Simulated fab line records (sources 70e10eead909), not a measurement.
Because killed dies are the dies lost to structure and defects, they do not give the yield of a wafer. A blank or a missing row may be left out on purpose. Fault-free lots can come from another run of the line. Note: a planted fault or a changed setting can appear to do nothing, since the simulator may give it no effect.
The tool behind it: which one?    flow nandHarc    Sampling: 10 lots, 30 wafers, 6 of 1302 route steps

## WHAT THE GAUGES SHOWED, per wafer
NHARC_END_WLT_00.
lot   measured      on         VT_DECK1_BOTTOM    VT_DECK1_BOTTOM_INNER  VT_DECK1_MEDIAN_NEAR_BOTTOM  VT_DECK1_MEDIAN_NEAR_BOTTOM_INNER  VT_DECK1_MIDDLE    VT_DECK1_MIDDLE_INNER  VT_DECK1_TOP       VT_DECK1_TOP_INNER  VT_DECK2_BOTTOM    VT_DECK2_BOTTOM_INNER  VT_DECK2_MEDIAN_NEAR_BOTTOM  VT_DECK2_MEDIAN_NEAR_BOTTOM_INNER  VT_DECK2_MIDDLE    VT_DECK2_MIDDLE_INNER  VT_DECK2_TOP       VT_DECK2_TOP_INNER
L324  day 24 16:46  prober-02  0.869 0.866 0.876  0.865 0.866 0.866      0.869 0.868 0.866            0.865 0.867 0.867                  0.884 0.878 0.892  0.881 0.878 0.874      0.893 0.894 0.899  0.887 0.903 0.889   0.867 0.867 0.861  0.862 0.856 0.860      0.867 0.860 0.871            0.863 0.864 0.859                  0.889 0.887 0.879  0.874 0.881 0.877      0.891 0.896 0.884  0.891 0.894 0.892
L326  day 26 02:19  prober-02  0.873 0.869 0.871  0.862 0.868 0.870      0.871 0.866 0.866            0.872 0.868 0.871                  0.880 0.877 0.877  0.882 0.888 0.882      0.892 0.899 0.886  0.892 0.894 0.891   0.861 0.862 0.867  0.861 0.866 0.872      0.860 0.863 0.863            0.861 0.851 0.861                  0.879 0.868 0.876  0.881 0.879 0.878      0.884 0.888 0.889  0.883 0.885 0.891
L328  day 26 18:07  prober-01  0.881 0.878 0.871  0.879 0.884 0.877      0.878 0.880 0.880            0.880 0.879 0.875                  0.888 0.888 0.886  0.887 0.891 0.883      0.895 0.905 0.899  0.910 0.898 0.902   0.869 0.869 0.875  0.875 0.883 0.880      0.873 0.880 0.881            0.868 0.865 0.879                  0.890 0.893 0.889  0.894 0.884 0.887      0.899 0.907 0.903  0.914 0.907 0.903
L333  day 29 10:04  prober-02  0.872 0.875 0.878  0.883 0.869 0.872      0.878 0.877 0.876            0.884 0.878 0.885                  0.893 0.887 0.887  0.896 0.890 0.900      0.907 0.909 0.908  0.904 0.909 0.905   0.876 0.884 0.876  0.875 0.878 0.882      0.877 0.876 0.877            0.884 0.872 0.877                  0.879 0.890 0.892  0.890 0.888 0.895      0.894 0.906 0.904  0.902 0.901 0.903
L334  day 29 10:04  prober-01  0.874 0.868 0.874  0.860 0.866 0.872      0.865 0.867 0.875            0.872 0.878 0.886                  0.892 0.883 0.887  0.894 0.886 0.890      0.900 0.897 0.895  0.900 0.898 0.896   0.878 0.883 0.884  0.875 0.885 0.886      0.878 0.876 0.884            0.869 0.882 0.885                  0.889 0.892 0.892  0.887 0.887 0.893      0.912 0.903 0.903  0.906 0.901 0.915
L339  day 31 09:47  prober-01  0.873 0.876 0.871  0.878 0.870 0.873      0.870 0.873 0.869            0.874 0.882 0.868                  0.888 0.890 0.881  0.881 0.887 0.890      0.899 0.899 0.895  0.899 0.887 0.902   0.871 0.870 0.875  0.873 0.869 0.870      0.884 0.875 0.874            0.882 0.868 0.870                  0.889 0.890 0.882  0.878 0.893 0.889      0.901 0.899 0.892  0.907 0.904 0.899
L337  day 31 17:02  prober-01  0.876 0.878 0.872  0.868 0.873 0.870      0.866 0.872 0.872            0.874 0.871 0.879                  0.880 0.886 0.878  0.883 0.879 0.882      0.898 0.896 0.897  0.901 0.898 0.889   0.864 0.859 0.861  0.863 0.864 0.866      0.863 0.864 0.871            0.859 0.862 0.862                  0.881 0.879 0.881  0.890 0.873 0.888      0.900 0.890 0.884  0.894 0.887 0.890
L340  day 32 19:30  prober-02  0.864 0.861 0.871  0.865 0.862 0.871      0.866 0.861 0.873            0.867 0.871 0.877                  0.870 0.877 0.880  0.875 0.886 0.881      0.875 0.887 0.883  0.885 0.888 0.893   0.936 0.929 0.923  0.933 0.934 0.929      0.939 0.936 0.929            0.935 0.927 0.928                  0.951 0.954 0.946  0.948 0.943 0.942      0.966 0.976 0.973  0.970 0.978 0.964
L341  day 32 12:25  prober-01  0.870 0.872 0.879  0.880 0.871 0.878      0.876 0.881 0.878            0.875 0.877 0.890                  0.886 0.876 0.886  0.893 0.886 0.893      0.899 0.894 0.901  0.902 0.904 0.896   0.949 0.941 0.933  0.947 0.944 0.943      0.948 0.948 0.947            0.944 0.948 0.945                  0.960 0.970 0.956  0.963 0.959 0.955      0.978 0.985 0.974  0.977 0.978 0.975
L345  day 33 18:31  prober-01  0.875 0.883 0.871  0.871 0.885 0.870      0.881 0.877 0.873            0.870 0.880 0.867                  0.887 0.882 0.889  0.894 0.892 0.896      0.893 0.893 0.895  0.900 0.904 0.896   0.882 0.866 0.879  0.877 0.867 0.872      0.879 0.868 0.879            0.878 0.867 0.873                  0.888 0.889 0.882  0.888 0.884 0.890      0.890 0.895 0.903  0.897 0.899 0.902

NHARC_END_SORT_01.
lot   measured      on         killedAtArray  killedAtOther  killedAtPeriphery  killedDies  killedOpen  killedShort
L337  day 32 00:04  prober-01  32             0              5                  37          2           3

## WHICH TOOL RAN EACH LOT (tool, then ch and the chambers of the sampled wafers, then the start)
lot   NHARC_A_CHANNEL_FILL_D2_CVD_05   NHARC_THIN_TSV_ETCH_44             NHARC_THIN_TSV_DEGAS_49      NHARC_THIN_TSV_PVD_19
L324  lpcvdPoly-02 ch 0, day 14 19:26  rieDiel-11 ch 0,2, day 24 04:40    pvdSputter-02, day 24 07:13  pvdSputter-02, day 24 16:46 or earlier
L326  lpcvdPoly-03 ch 0, day 15 19:51  rieDiel-13 ch 1,3, day 25 09:14    pvdSputter-02, day 25 13:03  pvdSputter-02, day 26 02:19 or earlier
L328  lpcvdPoly-02 ch 0, day 16 18:13  rieDiel-05 ch 0,2,3, day 26 06:08  pvdSputter-01, day 26 08:40  pvdSputter-01, day 26 18:07 or earlier
L333  lpcvdPoly-03 ch 0, day 19 07:23  rieDiel-05 ch 0,1,2, day 28 20:21  pvdSputter-02, day 28 22:51  pvdSputter-02, day 29 10:04 or earlier
L334  lpcvdPoly-03 ch 0, day 19 07:23  rieDiel-13 ch 2,3, day 28 21:37    pvdSputter-01, day 29 00:13  pvdSputter-01, day 29 10:04 or earlier
L339  lpcvdPoly-03 ch 0, day 21 05:13  rieDiel-05 ch 1,2,3, day 30 21:26  pvdSputter-03, day 31 00:04  pvdSputter-03, day 31 09:47 or earlier
L337  lpcvdPoly-01 ch 0, day 21 09:06  rieDiel-05 ch 1,2, day 31 04:47    pvdSputter-02, day 31 07:22  pvdSputter-02, day 31 17:02 or earlier
L340  lpcvdPoly-03 ch 0, day 21 18:26  rieDiel-13 ch 1,2,3, day 31 17:13  pvdSputter-03, day 31 19:43  pvdSputter-03, day 32 19:30 or earlier
L341  lpcvdPoly-03 ch 0, day 21 18:26  rieDiel-13 ch 0,1, day 31 13:59    pvdSputter-01, day 31 16:33  pvdSputter-01, day 32 12:25 or earlier
L345  lpcvdPoly-02 ch 0, day 24 04:52  rieDiel-05 ch 0,2,3, day 33 07:42  pvdSputter-03, day 33 10:03  pvdSputter-03, day 33 18:31 or earlier
- NHARC_A_CHANNEL_FILL_D2_CVD_05: deposits poly-Si, target thk 5 nm.
- NHARC_THIN_TSV_ETCH_44: etches the open film in CF4/O2, target depth 1594.2 nm, time 797.1 s.
- NHARC_THIN_TSV_DEGAS_49: time 120 s.
- NHARC_THIN_TSV_PVD_19: deposits TaN, target thk 20 nm.

## AS READ BY THE TOOLS THEMSELVES (means over the sampled wafers that have a number; for cases with no such wafer, the mark the record gives instead)
NHARC_A_CHANNEL_FILL_D2_CVD_05.
lot   tool          spikeTcLowerC (C)
L324  lpcvdPoly-02  549.8
L326  lpcvdPoly-03  550.6
L328  lpcvdPoly-02  548.8
L333  lpcvdPoly-03  550.6
L334  lpcvdPoly-03  550.4
L339  lpcvdPoly-03  549.6
L337  lpcvdPoly-01  550.5
L340  lpcvdPoly-03  550.4
L341  lpcvdPoly-03  549.7
L345  lpcvdPoly-02  549.8

NHARC_THIN_TSV_ETCH_44.
lot   tool        biasW (W)  drypumpMotorCurrentA (A)  oesProductAu (a.u.)  rfVppV (V)  showerheadPlenumPTorr (Torr)  throttleValvePct (%)
L324  rieDiel-11  800.4      5.8                       0.996                797         1.87                          16.908
L326  rieDiel-13  797.1      5.9                       1.000                798         1.89                          16.914
L328  rieDiel-05  799.7      5.3                       0.984                794         1.82                          16.911
L333  rieDiel-05  799.1      5.6                       1.005                792         1.78                          16.915
L334  rieDiel-13  798.0      6.0                       0.999                795         1.83                          16.925
L339  rieDiel-05  798.4      5.8                       1.005                791         1.78                          16.919
L337  rieDiel-05  802.5      5.6                       1.010                791         1.75                          16.907
L340  rieDiel-13  802.2      5.6                       0.998                796         1.86                          16.924
L341  rieDiel-13  800.2      6.2                       0.995                794         1.82                          16.913
L345  rieDiel-05  797.8      5.3                       1.004                793         1.81                          16.923

NHARC_THIN_TSV_DEGAS_49.
lot   tool           heaterPowerW (W)
L324  pvdSputter-02  502
L326  pvdSputter-02  485
L328  pvdSputter-01  462
L333  pvdSputter-02  440
L334  pvdSputter-01  458
L339  pvdSputter-03  480
L337  pvdSputter-02  500
L340  pvdSputter-03  474
L341  pvdSputter-01  459
L345  pvdSputter-03  496

NHARC_THIN_TSV_PVD_19.
lot   tool           throttleValvePct (%)
L324  pvdSputter-02  29.2
L326  pvdSputter-02  28.8
L328  pvdSputter-01  30.1
L333  pvdSputter-02  30.8
L334  pvdSputter-01  30.0
L339  pvdSputter-03  30.3
L337  pvdSputter-02  30.5
L340  pvdSputter-03  29.7
L341  pvdSputter-01  30.1
L345  pvdSputter-03  30.3

## THE ANSWER, worked out from the rows above alone
Rule: the usual values come from the lots themselves. The widest of any qualifying gaps counts: lots, ordered by their means at a reading, are off when they make up no more than a third of the lots, leave a main group of 4 or more, and stand apart from it by 3 or more times the standard deviation of that group's means. A main group is skipped when, at the precision printed for the reading in the tables above, its means are all equal. A lot without any number at a reading at which 4 lots or more have one is off too. All remaining lots with rows at the step are treated as sound. After the gauges, taken in route order, come the tools' own readings; for these a lot's mean is taken, as printed above. The first step at which some lot is off is used, and at that step the reading that is off furthest; a lot without a number counts as furthest.
Off: at NHARC_END_WLT_00 (VT_DECK2_MIDDLE_INNER), L340, L341. Main group: mean 0.885, sd 0.0045.
If a tool, at a process step before that reading, ran all the lots that are off and no sound lot after the first of them, it fits. The gauges at NHARC_END_WLT_00 are tried like those tools. NHARC_THIN_TSV_PVD_19: start missing for some lots; hours and lot order therefore follow NHARC_END_WLT_00. Can't be told from this: 2 tools fit, lpcvdPoly-03 at NHARC_A_CHANNEL_FILL_D2_CVD_05, rieDiel-13 at NHARC_THIN_TSV_ETCH_44.

## WHAT THE SIMULATOR HAD PUT IN
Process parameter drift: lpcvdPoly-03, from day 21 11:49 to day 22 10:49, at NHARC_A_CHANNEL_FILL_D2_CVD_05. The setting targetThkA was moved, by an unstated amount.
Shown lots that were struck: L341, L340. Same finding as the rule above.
